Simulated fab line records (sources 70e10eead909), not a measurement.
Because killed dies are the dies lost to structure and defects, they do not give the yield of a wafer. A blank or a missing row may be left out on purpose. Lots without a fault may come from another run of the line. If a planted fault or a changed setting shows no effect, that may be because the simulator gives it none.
Problem report in the 8D (eight disciplines) form, filled by code :: flow nandHarc :: the parts of the form that need people (team, actions taken, sign-off) are left out

1. THE PROBLEM
runLengthS at NHARC_THIN_TSV_ETCH_36 reads a mean of 35.67 s on 4 wafers of 2 lots; wafers without a fault read 39.77 s with a standard deviation of 0.25. Relative to the usual mean, that is a shift of -16 standard deviations.
The step: etches the open film in Cl2/BCl3, target depth 65 nm, time 18.571 s.
First seen on wafer L479.1, day 30 23:57, on rieMetal-02. At this step, 42 wafers from 14 lots have a number in the record. Rule for "out" (also "out of limits"): further than 4 standard deviations from the usual mean. The rest of the wafers with a number are treated as sound.

2. WHAT THIS IS AND IS NOT
question: which readings at this step
is: runLengthS
is not: drypumpMotorCurrentA, oesProductAu

question: which lots
is: L479, L480
is not: L461, L462, L464, L465, L467, L468, L469, L470, L472, L473, L476, L478

question: which wafers of those lots
is: L479.1, L479.6, L480.1, L480.3
is not: L479.5, L480.6

question: read on which tools
is: rieMetal-02
is not: rieMetal-01, rieMetal-03

question: when
is: from day 30 23:57
is not: up to then (37 sound wafers); but 1 sound wafer of L480 came after

3. SUSPECTS, AND WHAT RULES EACH OUT
Counting: if a tool at a process step up to the reading ran every lot that is out, it stays a suspect. Sound lots after the first of them don't rule it out here, since some wafers of a struck lot are sound.
- pvdSputter-01 at NHARC_THIN_TSV_PVD_51 (deposits Cu, target thk 100 nm): kept. Ran every lot that is out, first one L479 (day 30 23:57); last sound lot up to then L476 (day 30 12:18). NHARC_THIN_TSV_PVD_51 gives no start for some lots, so the hours and the order of its lots are those of NHARC_THIN_TSV_ETCH_36.
- rieMetal-02 at NHARC_THIN_TSV_ETCH_36 (etches the open film in Cl2/BCl3, target depth 65 nm, time 18.571 s): kept. Ran every lot that is out, first one L479 (day 30 23:57); last sound lot up to then L478 (day 30 21:07). Its own runLengthS readings are out on those wafers.
- Within rieMetal-02 at NHARC_THIN_TSV_ETCH_36: the wafers that are out ran in chamber 0; their sound lot-mates ran in chamber 1.
Remaining after the count are pvdSputter-01 at NHARC_THIN_TSV_PVD_51 and rieMetal-02 at NHARC_THIN_TSV_ETCH_36.

4. THE CAUSE (what the simulator had put in)
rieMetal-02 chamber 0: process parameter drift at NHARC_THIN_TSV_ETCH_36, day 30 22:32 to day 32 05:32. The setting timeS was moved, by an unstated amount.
2 suspects survive the count, and this tool is in that group.

5. THE CHAIN OF EFFECTS, in route order
Each row: a reading where the mean over the struck wafers with a number is more than 3 standard deviations away from the usual. Only readings whose record carries a usual standard deviation are examined. hours: median over the lots of the time between each lot's start at the first step of this table that gives one and its start at this step. sigmas: the change, counted in usual standard deviations.
hours: 0
step: NHARC_THIN_TSV_ETCH_36
reading: runLengthS
usual: 39.77 s
on struck wafers: 35.67
change: -4.10
sigmas: -16
Here are the process steps it includes:
- NHARC_THIN_TSV_ETCH_36: etches the open film in Cl2/BCl3, target depth 65 nm, time 18.571 s.

6. HOW IT WOULD HAVE BEEN CAUGHT EARLIER
In this record the first reading out of limits was taken at day 30 23:57, 1 hour after the fault began at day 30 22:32.
